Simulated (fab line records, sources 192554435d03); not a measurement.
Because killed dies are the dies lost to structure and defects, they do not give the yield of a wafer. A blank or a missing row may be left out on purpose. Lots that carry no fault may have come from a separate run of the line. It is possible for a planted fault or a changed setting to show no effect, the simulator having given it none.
Matching of chambers    flow n5-finfet    N5_DUMMY_GATE_STRIP_48 on rie-diel-01: 4 sister chambers
The step strips in N2/H2, time 20 s. 20 wafers are shown with their chamber, then 10 later ones without.

WAFERS, EACH WITH ITS CHAMBER
wafer   chamber  drypump-motor-current-A (A)  showerhead-plenum-p-Torr (Torr)  oes-product-au (a.u.)
L076.1  0        6.0                          3.26                             0.81
L076.2  2        6.0                          3.51                             0.75
L076.5  2        6.0                          3.51                             0.74
L077.1  1        6.5                          3.46                             0.98
L077.2  2        6.0                          3.50                             0.74
L077.3  0        6.1                          3.26                             0.81
L078.3  3        5.0                          3.25                             0.74
L078.5  1        6.5                          3.46                             0.98
L078.6  2        6.0                          3.50                             0.75
L082.1  0        6.1                          3.25                             0.79
L082.3  3        5.0                          3.25                             0.73
L082.6  3        5.0                          3.25                             0.74
L083.2  0        6.1                          3.25                             0.80
L083.5  0        6.1                          3.25                             0.80
L083.6  3        5.0                          3.24                             0.73
L089.2  3        5.0                          3.24                             0.72
L089.3  2        5.9                          3.49                             0.73
L089.6  0        6.0                          3.24                             0.79
L092.1  2        6.0                          3.49                             0.72
L092.4  1        6.5                          3.45                             0.92

SIGNATURES (means of the wafers above)
reading                   chamber 0  chamber 1  chamber 2  chamber 3  scatter within a chamber
drypump-motor-current-A   6.067      6.500      5.983      5.000      0.0368
showerhead-plenum-p-Torr  3.2517     3.4567     3.5000     3.2460     0.00737
oes-product-au            0.8000     0.9600     0.7383     0.7320     0.0153
Rule: distance of a wafer from a chamber = root of the sum over the readings of ((wafer's reading minus chamber's mean) / reading's scatter) squared. If the next closest chamber is less than 2 further off than the closest, the wafer can't be placed; otherwise it belongs to the closest. The scatter: take each reading less its chamber's mean, square it, sum over the shown wafers, divide by the number of wafers less the number of chambers, and take the root.

WAFERS WITH NO CHAMBER GIVEN
wafer   drypump-motor-current-A (A)  showerhead-plenum-p-Torr (Torr)  oes-product-au (a.u.)
L092.6  6.5                          3.45                             0.92
L094.1  6.0                          3.49                             0.71
L094.2  6.0                          3.24                             0.78
L094.5  6.0                          3.24                             0.78
L096.2  5.0                          3.23                             0.72
L096.4  6.0                          3.48                             0.72
L096.6  6.5                          3.45                             0.91
L097.2  6.0                          3.48                             0.72
L097.3  6.1                          3.24                             0.78
L097.6  5.0                          3.23                             0.71

WHICH CHAMBER EACH WENT THROUGH
wafer   from the rows above  in truth
L092.6  1                    1
L094.1  2                    2
L094.2  0                    0
L094.5  0                    0
L096.2  3                    3
L096.4  2                    2
L096.6  1                    1
L097.2  2                    2
L097.3  0                    0
L097.6  3                    3
Placed correctly: 10 of 10. Left unplaced by these rows: 0. Number placed wrongly: 0.
